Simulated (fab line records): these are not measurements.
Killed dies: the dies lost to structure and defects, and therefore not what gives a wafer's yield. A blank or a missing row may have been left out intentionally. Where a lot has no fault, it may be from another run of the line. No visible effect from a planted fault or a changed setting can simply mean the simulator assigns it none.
Struck lot and sound lot, side by side	flow nand harc	15 steps out of a route of 1302
Sound: wafers L270.1, L270.2, L270.5. Struck: wafer L287.4; the same lot's L287.5 was not struck, so it is left out; see the end for the cause.
Each step with rows lists, per side, the tool, then ch with its chambers, then its first start. Under that, the readings that differ: sound wafers	struck wafers	difference of the means	sigmas: that difference in standard deviations of wafers without a fault.
alike: same words and numbers on both sides, and readings whose means sit less than 2 such deviations apart. not compared: any withheld reading, any reading some wafer has no value for, any bound like >300 that may hide the same value, and any number with overlapping values for which the record gives no deviation.
The two part at a step that has a row with sigmas, a row that says differs or no value, or rows on one side only. Numbers that don't overlap but have no deviation are shown without sigmas and don't part them. A reading missing from all wafers of one side parts the sides only when that side holds two or more wafers.

first, 4 steps without rows for these wafers: NHARC_A_DECK1_JOINT_CURE_26 (time 32 s); NHARC_A_DECK1_JOINT_ANNEAL_27 (time 3600 s); NHARC_A_DECK1_JOINT_ANNEAL_28 (time 1800 s); NHARC_A_DECK1_JOINT_ANNEAL_29 (time 1800 s).
NHARC_A_DECK1_JOINT_CMP_02: polishes SiOx.
  sound on cmp-01 ch 0,1, day 15 03:42; struck on cmp-03 ch 3, day 21 06:58
  alike: motor current A
then, 1 step without rows for these wafers: NHARC_A_DECK1_JOINT_SRD_15.
NHARC_A_DECK1_JOINT_DEP_16: deposits SiO2, target thk 45 nm.
  sound on pecvd-04 ch 0,1, day 15 04:04; struck on pecvd-02 ch 1, day 21 07:28
  alike: heater power w, rf fwd power W, throttle valve pct
NHARC_A_DECK1_JOINT_THK_MEAS_17: measures by ellipsometry.
  sound: film metro-01 at day 15 04:21; struck: film metro-01 at day 21 07:39
  alike: thk nm
NHARC_A_DECK1_JOINT_INSPECT_05:
  sound: defect inspect-01 at day 15 04:23; struck: defect inspect-02 at day 21 07:41
reading	sound	struck	difference	sigmas
raw defect count	491 642 417	249	-268	-2
then, 1 step without rows for these wafers: NHARC_A_ONON_D2_DEP_00 (target thk 1000 nm).
NHARC_A_ONON_D2_THK_MEAS_02: measures by ellipsometry.
  sound: film metro-01 at day 15 04:58; struck: film metro-02 at day 21 08:16
  alike: thk nm
NHARC_A_ONON_D2_DEP_03: target thk 1000 nm.
  sound on pecvd onon-02 ch 0, day 15 05:01; struck on pecvd onon-02 ch 0, day 21 08:30
reading	sound	struck	difference	sigmas
nh3 flow sccm (sccm)	498.4 499.4 498.5	502.0	+3.2	+2
NHARC_A_ONON_D2_THK_MEAS_05: measures by ellipsometry.
  sound: film metro-02 at day 15 05:32; struck: film metro-02 at day 21 08:52
reading	sound	struck	difference	sigmas
thk nm (nm)	991 991 991	1065	+74	+7
then, 1 step without rows for these wafers: NHARC_A_ONON_D2_DEP_06 (target thk 1000 nm).
-- break in the record here, with 12 days between the starts of the struck wafers on either side (left off in module A_ONON_D2, picked up again in module END, where the first step shown is number 1302 on the route) --
NHARC_END_SORT_01:
  here the record holds rows for the struck wafers (prober-01 ch 0, day 33 17:31) but none for the sound ones

== WHERE THEY PART ==
Earliest at NHARC_A_DECK1_JOINT_INSPECT_05; latest, in this record, at NHARC_END_SORT_01.

WHY: the cause the simulator had injected
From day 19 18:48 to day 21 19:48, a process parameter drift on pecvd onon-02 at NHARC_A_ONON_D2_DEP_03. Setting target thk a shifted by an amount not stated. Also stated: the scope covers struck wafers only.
